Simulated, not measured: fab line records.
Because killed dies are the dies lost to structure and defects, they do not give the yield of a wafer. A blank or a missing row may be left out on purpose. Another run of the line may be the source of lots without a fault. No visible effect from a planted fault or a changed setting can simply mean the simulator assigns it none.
Which tool was responsible? / flow n5_finfet / 24 lots, 72 wafers sampled, at 3 steps of a route of 1938

== WHAT THE GAUGES SHOWED, per wafer ==
N5_BEOL_M12_INSPECT_12: inspects for defects (macro).
lot=L074; measured=day 10 14:34; on=defect_inspect-01; raw_defect_count=0 3 3
lot=L075; measured=day 10 19:43; on=defect_inspect-01; raw_defect_count=4 1 1
lot=L077; measured=day 11 08:40; on=defect_inspect-02; raw_defect_count=2 3 4
lot=L076; measured=day 11 09:07; on=defect_inspect-02; raw_defect_count=1 2 3
lot=L078; measured=day 11 10:04; on=defect_inspect-01; raw_defect_count=6 0 3
lot=L081; measured=day 12 02:46; on=defect_inspect-02; raw_defect_count=2 0 2
lot=L080; measured=day 12 09:31; on=defect_inspect-01; raw_defect_count=5 2 2
lot=L079; measured=day 12 12:16; on=defect_inspect-01; raw_defect_count=3 1 4
lot=L082; measured=day 12 13:33; on=defect_inspect-01; raw_defect_count=2 2 1
lot=L083; measured=day 12 17:28; on=defect_inspect-02; raw_defect_count=5 2 2
lot=L084; measured=day 13 03:55; on=defect_inspect-02; raw_defect_count=2 2 3
lot=L086; measured=day 13 18:33; on=defect_inspect-02; raw_defect_count=3 2 1
lot=L085; measured=day 13 20:57; on=defect_inspect-02; raw_defect_count=0 0 4
lot=L089; measured=day 13 23:56; on=defect_inspect-01; raw_defect_count=2 4 0
lot=L087; measured=day 14 04:34; on=defect_inspect-02; raw_defect_count=4 2 3
lot=L088; measured=day 14 04:47; on=defect_inspect-01; raw_defect_count=1 0 0
lot=L090; measured=day 14 22:20; on=defect_inspect-02; raw_defect_count=3 6 2
lot=L091; measured=day 15 00:19; on=defect_inspect-01; raw_defect_count=0 0 2
lot=L093; measured=day 15 00:49; on=defect_inspect-02; raw_defect_count=3 2 2
lot=L092; measured=day 15 04:16; on=defect_inspect-01; raw_defect_count=2 2 1
lot=L094; measured=day 15 09:47; on=defect_inspect-01; raw_defect_count=2 5 1
lot=L095; measured=day 16 07:26; on=defect_inspect-02; raw_defect_count=1 2 2
lot=L097; measured=day 16 14:01; on=defect_inspect-01; raw_defect_count=2 3 3
lot=L096; measured=day 16 14:23; on=defect_inspect-01; raw_defect_count=2 1 2

N5_BEOL_M12_INSPECT_30: inspects for defects (macro).
lot=L074; measured=day 10 15:36; on=defect_inspect-01; raw_defect_count=1 0 0
lot=L075; measured=day 10 20:50; on=defect_inspect-01; raw_defect_count=0 2 2
lot=L077; measured=day 11 09:49; on=defect_inspect-02; raw_defect_count=1 4 2
lot=L076; measured=day 11 10:02; on=defect_inspect-02; raw_defect_count=5 4 2
lot=L078; measured=day 11 11:44; on=defect_inspect-02; raw_defect_count=2 3 1
lot=L081; measured=day 12 03:48; on=defect_inspect-02; raw_defect_count=2 4 4
lot=L080; measured=day 12 10:34; on=defect_inspect-01; raw_defect_count=2 3 2
lot=L079; measured=day 12 13:22; on=defect_inspect-01; raw_defect_count=3 0 2
lot=L082; measured=day 12 14:28; on=defect_inspect-01; raw_defect_count=1 3 2
lot=L083; measured=day 12 18:22; on=defect_inspect-01; raw_defect_count=6 4 2
lot=L084; measured=day 13 05:09; on=defect_inspect-01; raw_defect_count=1 1 1
lot=L086; measured=day 13 19:28; on=defect_inspect-01; raw_defect_count=1 1 1
lot=L085; measured=day 13 21:58; on=defect_inspect-02; raw_defect_count=1 2 1
lot=L089; measured=day 14 00:50; on=defect_inspect-01; raw_defect_count=1 2 1
lot=L087; measured=day 14 05:50; on=defect_inspect-01; raw_defect_count=2 1 1
lot=L088; measured=day 14 06:00; on=defect_inspect-02; raw_defect_count=4 1 2
lot=L090; measured=day 14 23:15; on=defect_inspect-01; raw_defect_count=2 1 1
lot=L091; measured=day 15 01:14; on=defect_inspect-01; raw_defect_count=0 3 0
lot=L093; measured=day 15 02:22; on=defect_inspect-02; raw_defect_count=3 2 1
lot=L092; measured=day 15 05:11; on=defect_inspect-01; raw_defect_count=3 2 0
lot=L094; measured=day 15 10:52; on=defect_inspect-02; raw_defect_count=1 3 3
lot=L095; measured=day 16 08:20; on=defect_inspect-02; raw_defect_count=1 2 2
lot=L097; measured=day 16 15:03; on=defect_inspect-02; raw_defect_count=1 3 3
lot=L096; measured=day 16 15:18; on=defect_inspect-01; raw_defect_count=2 0 0

== WHICH TOOL RAN EACH LOT (tool, then ch and the chambers of the sampled wafers, then the start) ==
lot=L074; N5_BEOL_M12_STRIP_63=plasma_asher-01 ch 0, day 10 14:53
lot=L075; N5_BEOL_M12_STRIP_63=plasma_asher-01 ch 0,1, day 10 20:07
lot=L077; N5_BEOL_M12_STRIP_63=plasma_asher-02 ch 0,1, day 11 09:13
lot=L076; N5_BEOL_M12_STRIP_63=plasma_asher-02 ch 0,1, day 11 09:26
lot=L078; N5_BEOL_M12_STRIP_63=plasma_asher-02 ch 0,1, day 11 11:02
lot=L081; N5_BEOL_M12_STRIP_63=plasma_asher-02 ch 0,1, day 12 03:06
lot=L080; N5_BEOL_M12_STRIP_63=plasma_asher-01 ch 0,1, day 12 09:50
lot=L079; N5_BEOL_M12_STRIP_63=plasma_asher-02 ch 0,1, day 12 12:46
lot=L082; N5_BEOL_M12_STRIP_63=plasma_asher-01 ch 0,1, day 12 13:53
lot=L083; N5_BEOL_M12_STRIP_63=plasma_asher-01 ch 1, day 12 17:47
lot=L084; N5_BEOL_M12_STRIP_63=plasma_asher-02 ch 0,1, day 13 04:34
lot=L086; N5_BEOL_M12_STRIP_63=plasma_asher-02 ch 0,1, day 13 18:52
lot=L085; N5_BEOL_M12_STRIP_63=plasma_asher-01 ch 0,1, day 13 21:22
lot=L089; N5_BEOL_M12_STRIP_63=plasma_asher-02 ch 0,1, day 14 00:15
lot=L087; N5_BEOL_M12_STRIP_63=plasma_asher-02 ch 0,1, day 14 04:54
lot=L088; N5_BEOL_M12_STRIP_63=plasma_asher-02 ch 0, day 14 05:12
lot=L090; N5_BEOL_M12_STRIP_63=plasma_asher-02 ch 0,1, day 14 22:39
lot=L091; N5_BEOL_M12_STRIP_63=plasma_asher-01 ch 0, day 15 00:38
lot=L093; N5_BEOL_M12_STRIP_63=plasma_asher-01 ch 0,1, day 15 01:47
lot=L092; N5_BEOL_M12_STRIP_63=plasma_asher-01 ch 0,1, day 15 04:35
lot=L094; N5_BEOL_M12_STRIP_63=plasma_asher-02 ch 0,1, day 15 10:06
lot=L095; N5_BEOL_M12_STRIP_63=plasma_asher-02 ch 0,1, day 16 07:45
lot=L097; N5_BEOL_M12_STRIP_63=plasma_asher-02 ch 0,1, day 16 14:20
lot=L096; N5_BEOL_M12_STRIP_63=plasma_asher-02 ch 0,1, day 16 14:43
- N5_BEOL_M12_STRIP_63: strips in N2/H2.

== AS READ BY THE TOOLS THEMSELVES (means over the sampled wafers that have a number; for cases with no such wafer, the mark the record gives instead) ==
N5_BEOL_M12_STRIP_63.
lot=L074; tool=plasma_asher-01; drypump_motor_current_A (A)=5.38; heater_power_w (W)=319; oes_product_au (a.u.)=0.687; strip_time_to_endpoint_s (s)=41.1
lot=L075; tool=plasma_asher-01; drypump_motor_current_A (A)=5.64; heater_power_w (W)=367; oes_product_au (a.u.)=0.695; strip_time_to_endpoint_s (s)=42.8
lot=L077; tool=plasma_asher-02; drypump_motor_current_A (A)=5.50; heater_power_w (W)=337; oes_product_au (a.u.)=0.693; strip_time_to_endpoint_s (s)=43.1
lot=L076; tool=plasma_asher-02; drypump_motor_current_A (A)=5.62; heater_power_w (W)=343; oes_product_au (a.u.)=0.693; strip_time_to_endpoint_s (s)=42.3
lot=L078; tool=plasma_asher-02; drypump_motor_current_A (A)=5.48; heater_power_w (W)=342; oes_product_au (a.u.)=0.695; strip_time_to_endpoint_s (s)=43.8
lot=L081; tool=plasma_asher-02; drypump_motor_current_A (A)=5.49; heater_power_w (W)=337; oes_product_au (a.u.)=0.695; strip_time_to_endpoint_s (s)=41.9
lot=L080; tool=plasma_asher-01; drypump_motor_current_A (A)=5.63; heater_power_w (W)=371; oes_product_au (a.u.)=0.694; strip_time_to_endpoint_s (s)=42.6
lot=L079; tool=plasma_asher-02; drypump_motor_current_A (A)=5.62; heater_power_w (W)=336; oes_product_au (a.u.)=0.694; strip_time_to_endpoint_s (s)=41.8
lot=L082; tool=plasma_asher-01; drypump_motor_current_A (A)=5.64; heater_power_w (W)=367; oes_product_au (a.u.)=0.691; strip_time_to_endpoint_s (s)=41.4
lot=L083; tool=plasma_asher-01; drypump_motor_current_A (A)=5.75; heater_power_w (W)=391; oes_product_au (a.u.)=0.691; strip_time_to_endpoint_s (s)=42.5
lot=L084; tool=plasma_asher-02; drypump_motor_current_A (A)=5.49; heater_power_w (W)=340; oes_product_au (a.u.)=0.693; strip_time_to_endpoint_s (s)=41.2
lot=L086; tool=plasma_asher-02; drypump_motor_current_A (A)=5.61; heater_power_w (W)=339; oes_product_au (a.u.)=0.688; strip_time_to_endpoint_s (s)=42.5
lot=L085; tool=plasma_asher-01; drypump_motor_current_A (A)=5.56; heater_power_w (W)=342; oes_product_au (a.u.)=0.694; strip_time_to_endpoint_s (s)=42.8
lot=L089; tool=plasma_asher-02; drypump_motor_current_A (A)=5.48; heater_power_w (W)=341; oes_product_au (a.u.)=0.696; strip_time_to_endpoint_s (s)=42.8
lot=L087; tool=plasma_asher-02; drypump_motor_current_A (A)=5.48; heater_power_w (W)=345; oes_product_au (a.u.)=0.693; strip_time_to_endpoint_s (s)=42.5
lot=L088; tool=plasma_asher-02; drypump_motor_current_A (A)=5.36; heater_power_w (W)=341; oes_product_au (a.u.)=0.694; strip_time_to_endpoint_s (s)=42.6
lot=L090; tool=plasma_asher-02; drypump_motor_current_A (A)=5.49; heater_power_w (W)=345; oes_product_au (a.u.)=0.695; strip_time_to_endpoint_s (s)=41.7
lot=L091; tool=plasma_asher-01; drypump_motor_current_A (A)=5.40; heater_power_w (W)=317; oes_product_au (a.u.)=0.692; strip_time_to_endpoint_s (s)=42.3
lot=L093; tool=plasma_asher-01; drypump_motor_current_A (A)=5.62; heater_power_w (W)=367; oes_product_au (a.u.)=0.692; strip_time_to_endpoint_s (s)=42.3
lot=L092; tool=plasma_asher-01; drypump_motor_current_A (A)=5.49; heater_power_w (W)=344; oes_product_au (a.u.)=0.695; strip_time_to_endpoint_s (s)=42.2
lot=L094; tool=plasma_asher-02; drypump_motor_current_A (A)=5.63; heater_power_w (W)=337; oes_product_au (a.u.)=0.694; strip_time_to_endpoint_s (s)=43.3
lot=L095; tool=plasma_asher-02; drypump_motor_current_A (A)=5.50; heater_power_w (W)=344; oes_product_au (a.u.)=0.691; strip_time_to_endpoint_s (s)=41.6
lot=L097; tool=plasma_asher-02; drypump_motor_current_A (A)=5.50; heater_power_w (W)=339; oes_product_au (a.u.)=0.690; strip_time_to_endpoint_s (s)=42.9
lot=L096; tool=plasma_asher-02; drypump_motor_current_A (A)=5.48; heater_power_w (W)=340; oes_product_au (a.u.)=0.697; strip_time_to_endpoint_s (s)=42.8

== THE ANSWER, worked out from the rows above alone ==
Rule: the lots themselves supply what counts as usual. The widest of any qualifying gaps counts: lots, ordered by their means at a reading, are off when they make up no more than a third of the lots, leave a main group of 4 or more, and stand apart from it by 3 or more times the standard deviation of that group's means. A main group is skipped when, at the precision printed for the reading in the tables above, its means are all equal. Also off: a lot with no number at a reading for which 4 or more lots have one. All remaining lots with rows at the step are treated as sound. First the gauges in route order, then the tools' own readings, where a lot's mean is used as printed above. The first step at which some lot is off is used, and at that step the reading that is off furthest; a lot without a number counts as furthest.
No lot is off on any of the readings shown, so nothing can be concluded from this.

== WHAT THE SIMULATOR PUT IN ==
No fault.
